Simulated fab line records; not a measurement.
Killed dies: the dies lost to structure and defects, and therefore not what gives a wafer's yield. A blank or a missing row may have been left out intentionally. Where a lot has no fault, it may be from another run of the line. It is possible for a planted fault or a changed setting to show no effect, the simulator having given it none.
fab line records    flow n5Finfet    part 2 of 2: steps 19 to 29 of 29
record: lots: 5  wafers: 15  lastDay: 17
route steps=1938 shown SD_EPI_P@305 SD_ACTIVATION@330
lots untouched by any fault: they come from a run of this same line in which no faults occurred
startH: the number of hours between the record's first day and the start of the first shown wafer of the lot    waitH: time in hours since the lot's previous step    " as in the row above    L1.1+2: several wafers, shown together as one row    - no value present, or no start provided    * or withheld: withheld    < > ~ a bound
route shown NAME@n: a module of which the file shows steps, and the number in the route of the first    usual: the fault-free wafers' mean and standard deviation    same: alike in all rows    chamber/n: place in a boat    sites: the reading at each site    _std_site: their standard deviation    _edge_site: inner sites' mean taken away from outer sites' mean    radiusMm: how far each site lies from the wafer's centre    mask NAME#n: copy n    behind: the tool/chamber that last shaped the wafer    hold: why the lot went on hold/how many hours it stayed there/how the hold came to an end    device: which transistor (n, p or np) failed to switch    end of line: tests of these same wafers at the route's end    step lacking rows: just its recipe    killed: count of dies lost to structure and defects at first sort (not the wafer's yield)    map: the dies of a wafer, with x for killed, . for not killed, _ for no die there
set.NAME: setting as actually run; set.NAME@STEP: the setting as run at that earlier step    model.NAME: the simulator's own value behind a step, which no gauge read
lots seen at some steps along the route; tables by step, rows by wafer
services: when a tool's chamber went out of use (startH, in hours from the record's first day, below 0 if earlier), for how many hours, and the reason
== steps ==
step: N5_SD_EPI_P_HM_STRIP_48
recipe: chemistry: H3PO4  tempC: 160  material: SiNx  target: SiNx  targetDepthA: 30  overetchFraction: 0.3
usual: bathHeatDutyPct: 25.8/2.3
lot.wafer  tool         chamber  startH  waitH  bathHeatDutyPct
L083.1     wetBench-01  0        113.84  0.0    25.5
L083.2     "            6        "       "      24.5
L083.6     "            7        "       "      30.5
L084.2     wetBench-02  2        117.95  0.0    27.0
L084.3     "            1        "       "      26.5
L084.4     "            3        "       "      22.7
L090.1     wetBench-02  7        152.90  0.0    29.6
L090.4     "            3        "       "      25.2
L090.6     "            6        "       "      26.9
L091.2     wetBench-06  7        159.43  0.0    27.2
L091.3     "            1        "       "      28.1
L091.6     "            6        "       "      25.1
L096.3     wetBench-02  6        194.32  0.0    27.8
L096.5     "            3        "       "      24.3
L096.6     "            2        "       "      24.1
step: N5_SD_EPI_P_SRD_49
recipe: dry: ipaMarangoni  timeS: 30  tempC: 23  rinseLiquid: diw
usual: bathHeatDutyPct: 3.5/0.49
lot.wafer  tool         chamber  startH  waitH  bathHeatDutyPct
L083.1     wetBench-01  0        113.89  0.0    3.7
L083.2     "            6        "       "      2.9
L083.6     "            7        "       "      3.7
L084.2     wetBench-02  2        118.00  0.0    3.5
L084.3     "            1        "       "      4.1
L084.4     "            3        "       "      3.5
L090.1     wetBench-02  7        152.95  0.0    4.4
L090.4     "            3        "       "      3.1
L090.6     "            6        "       "      2.6
L091.2     wetBench-06  7        159.48  0.0    3.5
L091.3     "            1        "       "      3.9
L091.6     "            6        "       "      3.5
L096.3     wetBench-02  6        194.37  0.0    3.6
L096.5     "            3        "       "      2.9
L096.6     "            2        "       "      3.5
step: N5_SD_EPI_P_PRECLEAN_24
recipe: chemistry: O3/DIW  timeS: 45  tempC: 22  o3Ppm: 10
usual: bathHeatDutyPct: 2.3/0.41
lot.wafer  tool         chamber  startH  waitH  bathHeatDutyPct
L083.1     wetBench-01  0        113.91  0.0    2.0
L083.2     "            6        "       "      2.6
L083.6     "            7        "       "      3.1
L084.2     wetBench-02  2        118.02  0.0    2.1
L084.3     "            1        "       "      2.6
L084.4     "            3        "       "      1.5
L090.1     wetBench-02  7        152.97  0.0    2.5
L090.4     "            3        "       "      2.3
L090.6     "            6        "       "      2.7
L091.2     wetBench-06  7        159.50  0.0    2.2
L091.3     "            1        "       "      1.9
L091.6     "            6        "       "      2.1
L096.3     wetBench-02  6        194.39  0.0    2.8
L096.5     "            3        "       "      2.1
L096.6     "            2        "       "      2.1
step: N5_SD_EPI_P_PRECLEAN_32
recipe: chemistry: dHF  timeS: 10  dilution: 500:1  tempC: 25
usual: bathHeatDutyPct: 6.1/0.74
lot.wafer  tool         chamber  startH  waitH  bathHeatDutyPct
L083.1     wetBench-01  0        113.92  0.0    6.4
L083.2     "            6        "       "      6.2
L083.6     "            7        "       "      7.2
L084.2     wetBench-02  2        118.04  0.0    6.6
L084.3     "            1        "       "      6.5
L084.4     "            3        "       "      5.9
L090.1     wetBench-02  7        152.99  0.0    7.3
L090.4     "            3        "       "      5.3
L090.6     "            6        "       "      7.5
L091.2     wetBench-06  7        159.51  0.0    6.0
L091.3     "            1        "       "      6.0
L091.6     "            6        "       "      5.8
L096.3     wetBench-02  6        194.40  0.0    8.2
L096.5     "            3        "       "      5.1
L096.6     "            2        "       "      6.1
step: N5_SD_EPI_P_PRECLEAN_33
recipe: chemistry: SC2  timeS: 45  tempC: 35  mix: 1:1:50
usual: bathHeatDutyPct: 3.2/0.5
lot.wafer  tool         chamber  startH  waitH  bathHeatDutyPct
L083.1     wetBench-01  0        113.93  0.0    3.5
L083.2     "            6        "       "      2.6
L083.6     "            7        "       "      3.8
L084.2     wetBench-02  2        118.04  0.0    3.3
L084.3     "            1        "       "      3.2
L084.4     "            3        "       "      2.9
L090.1     wetBench-02  7        152.99  0.0    3.4
L090.4     "            3        "       "      2.2
L090.6     "            6        "       "      3.3
L091.2     wetBench-06  7        159.51  0.0    2.8
L091.3     "            1        "       "      3.9
L091.6     "            6        "       "      3.0
L096.3     wetBench-02  6        194.40  0.0    3.7
L096.5     "            3        "       "      3.1
L096.6     "            2        "       "      3.6
step: N5_SD_EPI_P_SRD_25
recipe: timeS: 30  tempC: 23  rinseLiquid: diw  dry: ipaMarangoni
usual: bathHeatDutyPct: 3.5/0.46
lot.wafer  tool         chamber  startH  waitH  bathHeatDutyPct
L083.1     wetBench-01  0        113.94  0.0    3.2
L083.2     "            6        "       "      3.0
L083.6     "            7        "       "      4.2
L084.2     wetBench-02  2        118.05  0.0    3.0
L084.3     "            1        "       "      3.3
L084.4     "            3        "       "      3.1
L090.1     wetBench-02  7        153.00  0.0    3.9
L090.4     "            3        "       "      3.0
L090.6     "            6        "       "      4.1
L091.2     wetBench-06  7        159.52  0.0    3.8
L091.3     "            1        "       "      3.0
L091.6     "            6        "       "      3.1
L096.3     wetBench-02  6        194.41  0.0    3.9
L096.5     "            3        "       "      2.8
L096.6     "            2        "       "      4.2
step: N5_SD_EPI_P_INSPECT_26
recipe: inspectInstrument: darkfield  mode: postEpi
usual: rawDefectCount: 185/37
lot.wafer  tool              chamber  startH  waitH  rawDefectCount
L083.1     defectInspect-01  -        113.98  0.0    145
L083.2     "                 -        "       "      170
L083.6     "                 -        "       "      182
L084.2     defectInspect-01  -        118.09  0.0    234
L084.3     "                 -        "       "      186
L084.4     "                 -        "       "      186
L090.1     defectInspect-01  -        153.04  0.0    130
L090.4     "                 -        "       "      209
L090.6     "                 -        "       "      173
L091.2     defectInspect-01  -        159.57  0.0    159
L091.3     "                 -        "       "      197
L091.6     "                 -        "       "      194
L096.3     defectInspect-02  -        194.46  0.0    169
L096.5     "                 -        "       "      168
L096.6     "                 -        "       "      198
step: N5_SD_ACTIVATION_RTA_00
recipe: tempC: 975  timeS: 0  ambient: N2  idleTempC: 600  rampUpCPerS: 150  rampDownCPerS: 60  coolToC: 600
usual: lampPowerPct: 8.95/0.056  lamp_zone_3_pct: 8.949/0.029  wafer_temp_C_max: 975.1/1.8
lot.wafer  tool          chamber  startH  waitH  lampPowerPct  lamp_zone_3_pct  wafer_temp_C_max
L083.1     rtpAnneal-01  0        114.04  0.1    8.97          8.951            977.3
L083.2     "             0        "       "      8.98          8.990            972.7
L083.6     "             0        "       "      8.92          8.917            973.9
L084.2     rtpAnneal-02  0        118.15  0.1    8.89          8.948            975.0
L084.3     "             0        "       "      8.87          8.966            973.9
L084.4     "             0        "       "      9.01          8.949            973.5
L090.1     rtpAnneal-02  0        153.07  0.0    9.08          8.947            973.0
L090.4     "             0        "       "      9.03          8.951            976.7
L090.6     "             0        "       "      8.93          8.908            975.7
L091.2     rtpAnneal-02  0        159.62  0.1    9.09          8.949            974.5
L091.3     "             0        "       "      9.00          8.956            975.4
L091.6     "             0        "       "      8.93          8.921            974.0
L096.3     rtpAnneal-01  0        194.54  0.1    9.04          8.945            976.5
L096.5     "             0        "       "      9.01          8.972            974.2
L096.6     "             0        "       "      8.97          8.901            973.3
step: N5_SD_ACTIVATION_LSA_01
recipe: tempC: 1080  timeS: 0.0008  ambient: N2
usual: wafer_temp_C_max: 1085.2/1.2
lot.wafer  tool            chamber  startH  waitH  wafer_temp_C_max
L083.1     laserAnneal-01  0        114.24  0.2    1084.1
L083.2     "               0        "       "      1084.3
L083.6     "               0        "       "      1084.1
L084.2     laserAnneal-02  0        118.35  0.2    1084.6
L084.3     "               0        "       "      1085.5
L084.4     "               0        "       "      1085.4
L090.1     laserAnneal-02  0        153.27  0.2    1085.4
L090.4     "               0        "       "      1084.8
L090.6     "               0        "       "      1083.2
L091.2     laserAnneal-01  0        159.82  0.2    1085.4
L091.3     "               0        "       "      1086.8
L091.6     "               0        "       "      1088.5
L096.3     laserAnneal-01  0        194.74  0.2    1085.2
L096.5     "               0        "       "      1087.8
L096.6     "               0        "       "      1085.9
step: N5_SD_ACTIVATION_RS_MEAS_03
recipe: thkMeasGauge: four-point-probe
usual: RS_SD_N: 21.85/0.29  RS_SD_P: 56.4/1.1
lot.wafer  tool          chamber  startH  waitH  RS_SD_N[ohm/sq]  RS_SD_P[ohm/sq]
L083.1     filmMetro-01  -        114.44  0.2    21.99            56.4
L083.2     "             -        "       "      21.82            56.6
L083.6     "             -        "       "      21.88            56.7
L084.2     filmMetro-02  -        118.54  0.2    22.05            54.8
L084.3     "             -        "       "      22.15            54.9
L084.4     "             -        "       "      21.79            55.9
L090.1     filmMetro-01  -        153.48  0.2    22.13            56.8
L090.4     "             -        "       "      22.07            56.1
L090.6     "             -        "       "      21.79            56.7
L091.2     filmMetro-01  -        160.02  0.2    22.16            56.1
L091.3     "             -        "       "      21.65            55.8
L091.6     "             -        "       "      21.82            55.3
L096.3     filmMetro-02  -        194.93  0.2    21.82            56.4
L096.5     "             -        "       "      21.59            55.0
L096.6     "             -        "       "      21.67            55.5
step: N5_SD_ACTIVATION_INSPECT_02
recipe: inspectInstrument: darkfield  mode: postAnneal
usual: rawDefectCount: 183/36
lot.wafer  tool              chamber  startH  waitH  rawDefectCount
L083.1     defectInspect-01  -        114.76  0.2    152
L083.2     "                 -        "       "      168
L083.6     "                 -        "       "      180
L084.2     defectInspect-01  -        118.86  0.2    248
L084.3     "                 -        "       "      185
L084.4     "                 -        "       "      184
L090.1     defectInspect-01  -        153.80  0.2    143
L090.4     "                 -        "       "      208
L090.6     "                 -        "       "      162
L091.2     defectInspect-02  -        160.32  0.1    177
L091.3     "                 -        "       "      212
L091.6     "                 -        "       "      212
L096.3     defectInspect-01  -        195.21  0.1    154
L096.5     "                 -        "       "      158
L096.6     "                 -        "       "      175
== services ==
tool            chamber  startH  hours  kind
wetBench-06     -        87.29   0.5    repair
rieDiel-05      3        94.96   1.2    repair
laserAnneal-01  -        98.07   1.9    pm
plasmaAsher-02  -        106.61  13.5   repair
rtpAnneal-02    -        111.10  4.5    pm
plasmaAsher-01  -        135.25  28.1   pm
rieDiel-02      2        138.40  -      clean
rieDiel-02      2        138.40  -      consumableReplace:focusRing
rieDiel-02      2        138.40  25.0   scheduledDown
rieDiel-02      2        138.40  25.0   ventCycle
rieDiel-01      3        147.65  1.5    repair
rieSi-04        -        167.44  0.4    repair
epiRpcvd-01     -        168.48  6.0    pm
plasmaAsher-02  -        184.37  34.4   repair
rieDiel-02      3        191.01  10.1   repair
epiRpcvd-01     -        194.78  14.6   pm
